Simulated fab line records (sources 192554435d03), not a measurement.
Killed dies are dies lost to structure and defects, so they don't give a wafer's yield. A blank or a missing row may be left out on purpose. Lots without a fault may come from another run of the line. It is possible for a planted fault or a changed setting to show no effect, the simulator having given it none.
What tool caused it? ; flow n5 finfet ; 10 lots with 30 wafers sampled at 4 steps, on a route of 1938 steps

WHAT EACH GAUGE READ, for each wafer
N5_SDB_OVL_MEAS_12.
lot;measured;on;SDB_OVL (nm)
L243;day 3 22:41;overlay-02;0.5 -0.7 0.0
L244;day 4 03:16;overlay-02;0.6 -0.6 0.9
L245;day 4 05:50;overlay-02;-0.1 -0.4 -0.6
L247;day 4 17:45;overlay-01;12.3 14.4 12.5
L248;day 5 00:21;overlay-02;13.1 13.4 13.3
L255;day 6 17:32;overlay-02;0.2 0.9 0.4
L258;day 7 13:45;overlay-02;0.8 0.4 -0.5
L259;day 7 16:56;overlay-02;-1.1 -1.0 -1.8
L262;day 8 12:48;overlay-01;0.3 -0.2 -1.6
L266;day 9 09:31;overlay-02;1.7 1.0 0.6

WHICH TOOL RAN EACH LOT (tool, then ch and the chambers of the sampled wafers, then the start)
lot;N5_ILD0_LINER_00;N5_ILD0_ALD_15;N5_SDB_EXPOSE_08
L243;ald sin-02 ch 1,2,3, day 3 16:01;ald sin-01 ch 0,1,2, day 3 19:44;arfi scanner-02 ch 0, day 3 22:32
L244;ald sin-01 ch 1,2,3, day 3 18:47;ald sin-02 ch 0,1,2, day 4 00:14;arfi scanner-03 ch 0, day 4 03:07
L245;ald sin-01 ch 0,2,3, day 3 22:50;ald sin-04 ch 0,2, day 4 02:55;arfi scanner-03 ch 0, day 4 05:40
L247;ald sin-04 ch 0,2,3, day 4 10:42;ald sin-01 ch 1,3, day 4 14:50;arfi scanner-03 ch 0, day 4 17:36
L248;ald sin-02 ch 0,2,3, day 4 17:29;ald sin-01 ch 2,3, day 4 21:25;arfi scanner-03 ch 0, day 5 00:12
L255;ald sin-01 ch 1,2,3, day 6 10:40;ald sin-02 ch 1,3, day 6 14:29;arfi scanner-02 ch 0, day 6 17:22
L258;ald sin-01 ch 0,1,2, day 7 06:25;ald sin-01 ch 0,1,2, day 7 10:43;arfi scanner-02 ch 0, day 7 13:36
L259;ald sin-04 ch 1,2,3, day 7 10:17;ald sin-01 ch 0,1,2, day 7 13:59;arfi scanner-02 ch 0, day 7 16:47
L262;ald sin-01 ch 1,2,3, day 8 05:14;ald sin-01 ch 1,2,3, day 8 09:25;arfi scanner-02 ch 0, day 8 12:39
L266;ald sin-04 ch 1,2,3, day 9 02:47;ald sin-04 ch 0,1,2, day 9 06:29;arfi scanner-02 ch 0, day 9 09:22
- N5_ILD0_LINER_00: material SiNx, target thk 4 nm, pulse time 1 s, purge time 2 s.
- N5_ILD0_ALD_15: deposits SiNx, target thk 24 nm, pulse time 1 s, ald cycles 480.
- N5_SDB_EXPOSE_08: exposes mask SDB.

THE ANSWER, worked out from the rows above alone
Rule: usual is defined by the lots themselves. Put in order of their means at a reading, lots are off if they are a third of the lots or fewer, leave a main group of 4 or more, and stand apart from it by a gap of 3 or more times the standard deviation of the main group's means; of several such gaps the widest counts. A main group whose means are all the same, to the digits that the tables above print for the reading, isn't used. Also off: a lot with no number at a reading for which 4 or more lots have one. Any other lot the step has rows for is counted as sound.
Off: L247, L248, seen at N5_SDB_OVL_MEAS_12 (SDB_OVL). The main group: mean -0.0 nm, standard deviation 0.68.
A tool fits if, at a process step before that reading, it ran every lot that is off, and no sound lot after the first of them. The gauges at N5_SDB_OVL_MEAS_12 are tried like those tools. One fits: arfi scanner-03 at N5_SDB_EXPOSE_08. A fault onset in the window from L245 (day 4 05:40, its last sound lot) to L247 (day 4 17:36, its first lot off) fits.

WHAT THE SIMULATOR HAD PUT IN
Scanner matching overlay: arfi scanner-03, from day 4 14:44 on, at N5_SDB_EXPOSE_08. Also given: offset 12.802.
Lots struck among those shown: L247, L248. The rule given above showed the same thing.
